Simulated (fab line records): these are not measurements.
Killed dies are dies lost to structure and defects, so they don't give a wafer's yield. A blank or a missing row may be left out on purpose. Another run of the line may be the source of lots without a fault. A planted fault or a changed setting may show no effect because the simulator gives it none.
Lot-split experiment ; flow n5Finfet ; 21 wafers read across 7 lots, on a route 1938 steps long

== ON THE SPLIT ==
At N5_HKMG_FIN_COAT_06 (resist thk 90 nm), the setting spinRpm was moved away from the recipe's 1500 rpm on 7 of the 21 wafers read, by -10.9% to +5.8%. All remaining wafers had this setting at the recipe value.

== FROM THE SPLIT TO THE READING: what the file shows between them, 4 steps ==
- N5_HKMG_FIN_EBR_08
- N5_HKMG_FIN_SOFTBAKE_07: time 60 s
- N5_HKMG_FIN_EXPOSE_09: exposes mask NWFM
- N5_HKMG_FIN_PEB_10: peb time 60 s

== THE READING ==
CAR-ArF_of_HKMG_FIN_COAT_06.thkNm (the simulator's own value, which no gauge read), in nm, at N5_HKMG_FIN_DEVELOP_11 (develop time 30 s). No usual value for it is given in the file. Here, 14 wafers ran the recipe; their average is 88.2 nm with a standard deviation of 0.23 nm.

wafer;tool, chamber at the split;spinRpm as run, rpm;against the recipe;CAR-ArF_of_HKMG_FIN_COAT_06.thkNm, nm;against lot-mates on the recipe
L074.2;lithoTrack-02, 0;1500;recipe;88.4;-
L074.3;lithoTrack-02, 0;1500;recipe;88;-
L074.6;lithoTrack-02, 0;1500;recipe;88.2;-
L079.2;lithoTrack-05, 0;1337;-10.9%;93.6;no lot-mate on the recipe
L079.4;lithoTrack-05, 0;1337;-10.9%;93.6;no lot-mate on the recipe
L079.6;lithoTrack-05, 0;1337;-10.9%;93.4;no lot-mate on the recipe
L084.2;lithoTrack-05, 0;1500;recipe;88;-
L084.6;lithoTrack-05, 0;1500;recipe;88;-
L084.3;lithoTrack-05, 0;1587;+5.8%;85.8;-2.2
L089.1;lithoTrack-02, 0;1500;recipe;87.8;-
L089.2;lithoTrack-02, 0;1500;recipe;88.2;-
L089.6;lithoTrack-02, 0;1500;recipe;88;-
L091.1;lithoTrack-04, 0;1578;+5.2%;85.8;-2.4
L091.2;lithoTrack-04, 0;1500;recipe;88.2;-
L091.5;lithoTrack-04, 0;1500;recipe;88.2;-
L092.1;lithoTrack-05, 0;1351;-9.9%;92.8;+4.8
L092.3;lithoTrack-05, 0;1351;-9.9%;93;+5.0
L092.6;lithoTrack-05, 0;1500;recipe;88;-
L096.2;lithoTrack-04, 0;1500;recipe;88.6;-
L096.5;lithoTrack-04, 0;1500;recipe;88.6;-
L096.4;lithoTrack-04, 0;1500;recipe;88.4;-

FIT RESULTS
A straight line over all 21 wafers: CAR-ArF_of_HKMG_FIN_COAT_06.thkNm changes by -0.478 nm for each +1% of spinRpm; r = -1.00; the points scatter about the line by 0.23 nm.
The same after taking each lot's own level away (the mean of its wafers on the recipe; 18 wafers): -0.473 nm for each +1%; r = -1.00; scatter 0.18 nm.
The reading moves by 5.1 nm for the largest change in spinRpm, on that fit.
The lots' own levels span 88.00 to 88.53 nm, that is 2.3 times the standard deviation above.
Hence the lot-to-lot level has little effect on the slope; both slopes agree.
Check: for one of the wafers moved furthest among these (-9.9%), held out of the fit, the line's prediction against its lot-mates is +4.73 nm. Against them it came out at +4.8 nm.

== ADDITIONAL SPLITS CARRIED BY THESE WAFERS ==
These wafers also went through other splits before the reading. Each is held against what the fit with the lots' levels taken away leaves over:
other split on the same wafers;wafers away from the commonest value;r with CAR-ArF_of_HKMG_FIN_COAT_06.thkNm (lot level and that fit taken away)
N5_WELL_APT_COAT_02 spinRpm;6;-0.29
N5_FIN_CUT_EXPOSE_05 doseMj;5;-0.38
N5_DUMMY_GATE_COAT_28 spinRpm;6;-0.13
N5_SD_EPI_P_EPI_21 timeS;12;+0.20
N5_SD_ACTIVATION_LSA_01 tempC;10;-0.41
N5_SDB_COAT_03 spinRpm;9;+0.15
N5_SDB_COAT_04 timeS;5;+0.32

== THE WHOLE CHAIN: every reading that the file lists as answering this split, in the file's order ==
step;what it does;reading;change (the file's fit);r (the file's)
N5_HKMG_FIN_COAT_06;resist thk 90 nm;CAR-ArF_of_HKMG_FIN_COAT_06.thkNm (the simulator's own value, which no gauge read);-0.471 nm for each +1% of the setting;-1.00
N5_HKMG_FIN_DEVELOP_11;develop time 30 s;CAR-ArF_of_HKMG_FIN_COAT_06.thkNm (the simulator's own value, which no gauge read);-0.464 nm for each +1% of the setting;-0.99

== FILE'S OWN FIT ==
CAR-ArF_of_HKMG_FIN_COAT_06.thkNm changes by -0.464 nm for each +1% of spinRpm, r = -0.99.
